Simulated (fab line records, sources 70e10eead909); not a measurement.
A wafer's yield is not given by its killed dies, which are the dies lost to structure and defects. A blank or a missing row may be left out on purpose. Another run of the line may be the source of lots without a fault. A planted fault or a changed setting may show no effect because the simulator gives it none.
Which of the tools did it? / flow nand-harc / Sampling: 12 lots, 36 wafers, 4 of 1302 route steps

WHAT EACH GAUGE READ, for each wafer
NHARC_A_START_INSPECT_01.
lot=L075; measured=day 6 20:57; on=defect-inspect-02; raw-defect-count=1 3 2
lot=L077; measured=day 7 21:44; on=defect-inspect-02; raw-defect-count=1 4 3
lot=L079; measured=day 8 18:38; on=defect-inspect-02; raw-defect-count=0 3 0
lot=L081; measured=day 9 12:17; on=defect-inspect-02; raw-defect-count=1 3 2
lot=L083; measured=day 10 09:40; on=defect-inspect-01; raw-defect-count=5 5 3
lot=L085; measured=day 11 04:24; on=defect-inspect-02; raw-defect-count=1 4 1
lot=L087; measured=day 12 03:14; on=defect-inspect-01; raw-defect-count=0 6 0
lot=L089; measured=day 12 22:01; on=defect-inspect-01; raw-defect-count=5 1 4
lot=L091; measured=day 14 00:31; on=defect-inspect-01; raw-defect-count=5 1 6
lot=L093; measured=day 14 13:55; on=defect-inspect-02; raw-defect-count=7 3 3
lot=L095; measured=day 15 09:50; on=defect-inspect-01; raw-defect-count=1 4 6
lot=L096; measured=day 16 15:38; on=defect-inspect-02; raw-defect-count=2 3 4

TOOL THAT RAN EACH LOT (tool first, then ch and the chambers of the sampled wafers, then the start)
lot=L075; NHARC_P_M2_ETCH_35=rie-diel-10 ch 1,2, day 6 12:51; NHARC_P_M2_DEGAS_29=pvd-sputter-02, day 6 14:15; NHARC_P_BONDPAD_ETCH_12=rie-diel-12 ch 0,3, day 6 20:57 or earlier
lot=L077; NHARC_P_M2_ETCH_35=rie-diel-10 ch 0,1,2, day 7 14:13; NHARC_P_M2_DEGAS_29=pvd-sputter-03, day 7 15:09; NHARC_P_BONDPAD_ETCH_12=rie-diel-06 ch 2,3, day 7 21:44 or earlier
lot=L079; NHARC_P_M2_ETCH_35=rie-diel-10 ch 0,1,2, day 8 11:05; NHARC_P_M2_DEGAS_29=pvd-sputter-02, day 8 12:01; NHARC_P_BONDPAD_ETCH_12=rie-diel-12 ch 0,1,3, day 8 18:38 or earlier
lot=L081; NHARC_P_M2_ETCH_35=rie-diel-01 ch 1,2,3, day 9 04:46; NHARC_P_M2_DEGAS_29=pvd-sputter-01, day 9 05:43; NHARC_P_BONDPAD_ETCH_12=rie-diel-09 ch 0,1,2, day 9 12:17 or earlier
lot=L083; NHARC_P_M2_ETCH_35=rie-diel-01 ch 0,1,3, day 10 02:04; NHARC_P_M2_DEGAS_29=pvd-sputter-01, day 10 02:59; NHARC_P_BONDPAD_ETCH_12=rie-diel-06 ch 0,1,2, day 10 09:40 or earlier
lot=L085; NHARC_P_M2_ETCH_35=rie-diel-03 ch 0,3, day 10 20:51; NHARC_P_M2_DEGAS_29=pvd-sputter-02, day 10 21:53; NHARC_P_BONDPAD_ETCH_12=rie-diel-12 ch 1,2, day 11 04:24 or earlier
lot=L087; NHARC_P_M2_ETCH_35=rie-diel-10 ch 0,2,3, day 11 19:41; NHARC_P_M2_DEGAS_29=pvd-sputter-03, day 11 20:38; NHARC_P_BONDPAD_ETCH_12=rie-diel-12 ch 0,1, day 12 03:14 or earlier
lot=L089; NHARC_P_M2_ETCH_35=rie-diel-10 ch 2,3, day 12 14:23; NHARC_P_M2_DEGAS_29=pvd-sputter-03, day 12 15:20; NHARC_P_BONDPAD_ETCH_12=rie-diel-09 ch 2,3, day 12 22:01 or earlier
lot=L091; NHARC_P_M2_ETCH_35=rie-diel-03 ch 1,2, day 13 16:54; NHARC_P_M2_DEGAS_29=pvd-sputter-01, day 13 17:55; NHARC_P_BONDPAD_ETCH_12=rie-diel-12 ch 0,1,2, day 14 00:31 or earlier
lot=L093; NHARC_P_M2_ETCH_35=rie-diel-10 ch 0,3, day 14 06:21; NHARC_P_M2_DEGAS_29=pvd-sputter-01, day 14 07:22; NHARC_P_BONDPAD_ETCH_12=rie-diel-06 ch 0,1, day 14 13:55 or earlier
lot=L095; NHARC_P_M2_ETCH_35=rie-diel-10 ch 0,3, day 15 02:15; NHARC_P_M2_DEGAS_29=pvd-sputter-02, day 15 03:12; NHARC_P_BONDPAD_ETCH_12=rie-diel-12 ch 0,2,3, day 15 09:50 or earlier
lot=L096; NHARC_P_M2_ETCH_35=rie-diel-01 ch 0,2,3, day 16 07:41; NHARC_P_M2_DEGAS_29=pvd-sputter-03, day 16 08:37; NHARC_P_BONDPAD_ETCH_12=rie-diel-06 ch 1,2, day 16 15:38 or earlier
- NHARC_P_M2_ETCH_35: etches the open film in N2/H2, target depth 40 nm, overetch 12 nm, time 43.94 s.
- NHARC_P_M2_DEGAS_29: time 60 s.
- NHARC_P_BONDPAD_ETCH_12: etches the open film in CHF3/O2, target depth 200 nm, time 100 s.

THE ANSWER, worked out from the rows above alone
Rule: usual is defined by the lots themselves. Put in order of their means at a reading, lots are off if they are a third of the lots or fewer, leave a main group of 4 or more, and stand apart from it by a gap of 3 or more times the standard deviation of the main group's means; of several such gaps the widest counts. If all means in a main group match to the digits the tables above print for the reading, that group is not used. Also off: a lot with no number at a reading for which 4 or more lots have one. The other lots that the step has rows for count as sound.
No lot is off at any reading shown: from this, nothing can be told.

WHAT THE SIMULATOR PUT IN
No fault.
